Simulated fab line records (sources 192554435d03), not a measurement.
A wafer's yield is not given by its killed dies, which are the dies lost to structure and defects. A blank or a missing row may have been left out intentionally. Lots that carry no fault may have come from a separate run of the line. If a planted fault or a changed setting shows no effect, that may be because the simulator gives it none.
Struck lot and sound lot, side by side || flow n5Finfet || 15 out of 1938 route steps
Sound: wafers L204.1, L204.2, L204.3. Struck: wafers L217.2, L217.5, L217.6. The cause comes at the end.
Per side, at each step with rows, come the tool, then ch with its chambers, and then its first start. Under that, the readings that differ: sound wafers || struck wafers || difference of the means || sigmas: that difference in standard deviations of wafers without a fault.
alike: words and numbers the same on both sides, and readings whose means are apart by under 2 such deviations; not compared: readings that were withheld, readings missing a value for some wafer, numbers with overlapping values and no deviation given by the record, and bounds like >300 which may hide the same value.
A row with sigmas, a row that says differs or no value, or rows on one side alone: a step with any of these is where the two part. Numbers that have no deviation but don't overlap get no sigmas and don't part them. A reading that every wafer of one side lacks parts them only if that side has two wafers or more.

first, 5 steps without rows for these wafers: N5_WELL_APT_SOFTBAKE_20 (time 60 s); N5_WELL_APT_EXPOSE_22 (exposes mask PWELL, defocus 0 nm, target cd 200 nm); N5_WELL_APT_PEB_23 (peb time 90 s); N5_WELL_APT_DEVELOP_24 (develop time 45 s); N5_WELL_APT_HARDBAKE_29 (time 120 s).
N5_WELL_APT_CD_MEAS_25 targets a cd of 200 nm.
  sound on cdSem-03 ch 0, day 3 13:23; struck on cdSem-02 ch 0, day 6 14:49
  alike: cdNm
N5_WELL_APT_OVL_MEAS_26:
  sound on overlay-01 ch 0, day 3 13:25; struck on overlay-02 ch 0, day 6 14:51
  alike: PWELL_OVL
N5_WELL_APT_INSPECT_27: inspects for defects (macro).
  sound on defectInspect-01 at day 3 13:26; struck on defectInspect-01 at day 6 14:52
  alike: rawDefectCount
N5_WELL_APT_DESCUM_30: chemistry O2, time 7.9 s.
  sound on rieDiel-01 ch 0,1,2, day 3 13:51; struck on rieDiel-03 ch 0,2,3, day 6 14:55
  alike: drypumpMotorCurrentA, oesProductAu, rfVppV, showerheadPlenumPTorr, throttleValvePct
  not compared: rfHoursCounterH
then, 3 steps without rows for these wafers: N5_WELL_APT_IMPLANT_31; N5_WELL_APT_IMPLANT_32; N5_WELL_APT_STRIP_33 (strips in SPM, time 900 s).
N5_WELL_APT_RTA_34: time 10 s.
  sound on rtpAnneal-01 ch 0, day 3 14:37; struck on rtpAnneal-02 ch 0, day 6 15:54
{"reading": "lampPowerPct (%)", "sound": "12.95 12.96 13.03", "struck": "10.22 10.12 10.31", "difference": -2.76, "sigmas": -55}
{"reading": "lamp_zone_1_pct (%)", "sound": "13.02 13.01 13.01", "struck": "10.31 10.29 10.26", "difference": -2.73, "sigmas": -91}
{"reading": "lamp_zone_2_pct (%)", "sound": "13.030 12.928 12.996", "struck": "10.230 10.288 10.231", "difference": -2.735, "sigmas": "-99 or more"}
{"reading": "lamp_zone_3_pct (%)", "sound": "12.968 12.969 13.013", "struck": "10.252 10.251 10.334", "difference": -2.704, "sigmas": -90}
{"reading": "lamp_zone_4_pct (%)", "sound": "12.999 12.986 12.966", "struck": "10.264 10.289 10.211", "difference": -2.729, "sigmas": -91}
{"reading": "lamp_zone_5_pct (%)", "sound": "13.006 13.009 13.043", "struck": "10.209 10.233 10.246", "difference": -2.790, "sigmas": -93}
{"reading": "lamp_zone_6_pct (%)", "sound": "12.91 12.90 12.93", "struck": "10.17 10.22 10.16", "difference": -2.73, "sigmas": -88}
{"reading": "lamp_zone_7_pct (%)", "sound": "13.445 13.423 13.378", "struck": "10.635 10.533 10.647", "difference": -2.810, "sigmas": "-99 or more"}
  alike: annealTempCMax, wafer_temp_C_max
then, 1 step without rows for these wafers: N5_WELL_APT_OXIDE_STRIP_42 (strips SiO2 in dHF, time 45 s, target depth 12 nm).
-- here the record skips 10 days between the struck wafers' starts before and after, leaving off in module WELL_APT and picking up in module PASSIVATION (first step shown: number 1936 of the route) --
N5_PASSIVATION_PROBE_49:
  sound on prober-02 at day 13 15:11; struck on prober-01 at day 17 03:40
{"reading": "killed_at_M0_to_M3", "sound": "46 51 44", "struck": "14 30 30", "difference": -22, "sigmas": -3}
  alike: killed_at_M4_up, killedAtContacts, killedAtFrontEnd, killedAtOther, killedDies, killedOpen, killedShort

## WHERE THEY PART
Earliest at N5_WELL_APT_RTA_34; latest, in this record, at N5_PASSIVATION_PROBE_49.

WHY: the cause the simulator had injected
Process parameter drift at N5_WELL_APT_RTA_34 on rtpAnneal-02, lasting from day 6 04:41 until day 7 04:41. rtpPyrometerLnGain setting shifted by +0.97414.
